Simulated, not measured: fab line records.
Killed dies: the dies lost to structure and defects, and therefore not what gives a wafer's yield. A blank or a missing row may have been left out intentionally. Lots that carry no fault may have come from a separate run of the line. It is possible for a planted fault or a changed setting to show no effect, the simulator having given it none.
Split-lot study | flow n5 finfet | 7 lots, 39 wafers read, on a route of 1938 steps

== THE SPLIT ITSELF ==
At N5_PASSIVATION_SPUTTER_20 (material TaN, target thk 50 nm), the setting target thk a was moved away from the recipe's 500 angstrom on 12 of the 39 wafers read, by -18.9% to +50.3%. For the rest of the wafers, this setting stayed at what the recipe calls for.

The reading is taken at the split's own step.

== THE READING ==
TaN_of_PASSIVATION_SPUTTER_20.thk nm (the simulator's own value, which no gauge read), in nm, at N5_PASSIVATION_SPUTTER_20 (material TaN, target thk 50 nm). There is no usual value for it anywhere in the file. Across the 27 wafers here that went through the recipe, the average is 50.0 nm and the standard deviation 0.49 nm.

wafer  | tool, chamber at the split | target thk a as run, angstrom | against the recipe | TaN_of_PASSIVATION_SPUTTER_20.thk nm, nm | against lot-mates on the recipe
L074.1 | pvd sputter-01, -          | 500                           | recipe             | 51                                       | -
L074.2 | pvd sputter-01, -          | 405.4                         | -18.9%             | 41                                       | -9.3
L074.3 | pvd sputter-01, -          | 405.4                         | -18.9%             | 41.2                                     | -9.1
L074.4 | pvd sputter-01, -          | 405.4                         | -18.9%             | 40.4                                     | -9.9
L074.5 | pvd sputter-01, -          | 500                           | recipe             | 49.8                                     | -
L074.6 | pvd sputter-01, -          | 500                           | recipe             | 50.2                                     | -
L075.1 | pvd sputter-03, -          | 500                           | recipe             | 50                                       | -
L075.2 | pvd sputter-03, -          | 631.3                         | +26.3%             | 64                                       | +14.2
L075.3 | pvd sputter-03, -          | 631.3                         | +26.3%             | 63                                       | +13.2
L075.5 | pvd sputter-03, -          | 631.3                         | +26.3%             | 63                                       | +13.2
L075.4 | pvd sputter-03, -          | 500                           | recipe             | 49.8                                     | -
L075.6 | pvd sputter-03, -          | 500                           | recipe             | 49.6                                     | -
L084.1 | pvd sputter-03, -          | 500                           | recipe             | 50                                       | -
L084.4 | pvd sputter-03, -          | 500                           | recipe             | 50                                       | -
L084.5 | pvd sputter-03, -          | 500                           | recipe             | 50                                       | -
L084.2 | pvd sputter-03, -          | 500                           | recipe             | 49.6                                     | -
L084.3 | pvd sputter-03, -          | 500                           | recipe             | 49.6                                     | -
L084.6 | pvd sputter-03, -          | 500                           | recipe             | 49.4                                     | -
L087.2 | pvd sputter-02, -          | 500                           | recipe             | 50.4                                     | -
L087.3 | pvd sputter-02, -          | 500                           | recipe             | 49.4                                     | -
L087.4 | pvd sputter-02, -          | 500                           | recipe             | 49.8                                     | -
L086.1 | pvd sputter-02, -          | 500                           | recipe             | 50.2                                     | -
L086.4 | pvd sputter-02, -          | 500                           | recipe             | 50.2                                     | -
L086.5 | pvd sputter-02, -          | 500                           | recipe             | 50.2                                     | -
L086.2 | pvd sputter-02, -          | 500                           | recipe             | 50.6                                     | -
L086.3 | pvd sputter-02, -          | 500                           | recipe             | 50.6                                     | -
L086.6 | pvd sputter-02, -          | 500                           | recipe             | 50.6                                     | -
L089.1 | pvd sputter-01, -          | 500                           | recipe             | 49                                       | -
L089.2 | pvd sputter-01, -          | 500                           | recipe             | 49.4                                     | -
L089.3 | pvd sputter-01, -          | 714                           | +42.8%             | 71.8                                     | +22.6
L089.4 | pvd sputter-01, -          | 714                           | +42.8%             | 71.4                                     | +22.2
L089.5 | pvd sputter-01, -          | 714                           | +42.8%             | 71.4                                     | +22.2
L089.6 | pvd sputter-01, -          | 500                           | recipe             | 49.2                                     | -
L091.1 | pvd sputter-01, -          | 500                           | recipe             | 50.2                                     | -
L091.6 | pvd sputter-01, -          | 500                           | recipe             | 50.2                                     | -
L091.2 | pvd sputter-01, -          | 751.7                         | +50.3%             | 74.6                                     | +24.2
L091.5 | pvd sputter-01, -          | 751.7                         | +50.3%             | 74.6                                     | +24.2
L091.3 | pvd sputter-01, -          | 751.7                         | +50.3%             | 75.2                                     | +24.8
L091.4 | pvd sputter-01, -          | 500                           | recipe             | 50.8                                     | -

THE FIT
A straight line over all 39 wafers: TaN_of_PASSIVATION_SPUTTER_20.thk nm changes by +0.497 nm for each +1% of target thk a; r = +1.00; the points scatter about the line by 0.48 nm.
The same after taking each lot's own level away (the mean of its wafers on the recipe; 39 wafers): +0.502 nm for each +1%; r = +1.00; scatter 0.48 nm.
The reading moves by 25 nm for the largest change in target thk a, on that fit.
From 49.20 to 50.40 nm: that is the span of the lots' own levels, equal to 2.5 times the standard deviation above.
Hence the lot-to-lot level has little effect on the slope; both slopes agree.
Check: for one of the wafers moved furthest among these (+50.3%), held out of the fit, the line's prediction against its lot-mates is +25.5 nm. Against them it came out at +24.2 nm.

== THE WHOLE CHAIN: every reading that the file lists as answering this split, in the file's order ==
step                      | what it does                   | reading                                                                               | change (the file's fit)                                                           | r (the file's)
N5_PASSIVATION_SPUTTER_20 | material TaN, target thk 50 nm | TaN_of_PASSIVATION_SPUTTER_20.thk nm (the simulator's own value, which no gauge read) | +0.502 nm for each +1% of the setting                                             | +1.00
N5_PASSIVATION_PROBE_49   |                                | killed at other                                                                       | not straight: 3.3 at the lowest setting, 3.6 at the recipe, 1078.3 at the highest | not given

== THE FILE'S OWN FIT ==
TaN_of_PASSIVATION_SPUTTER_20.thk nm changes by +0.502 nm for each +1% of target thk a, r = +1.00.
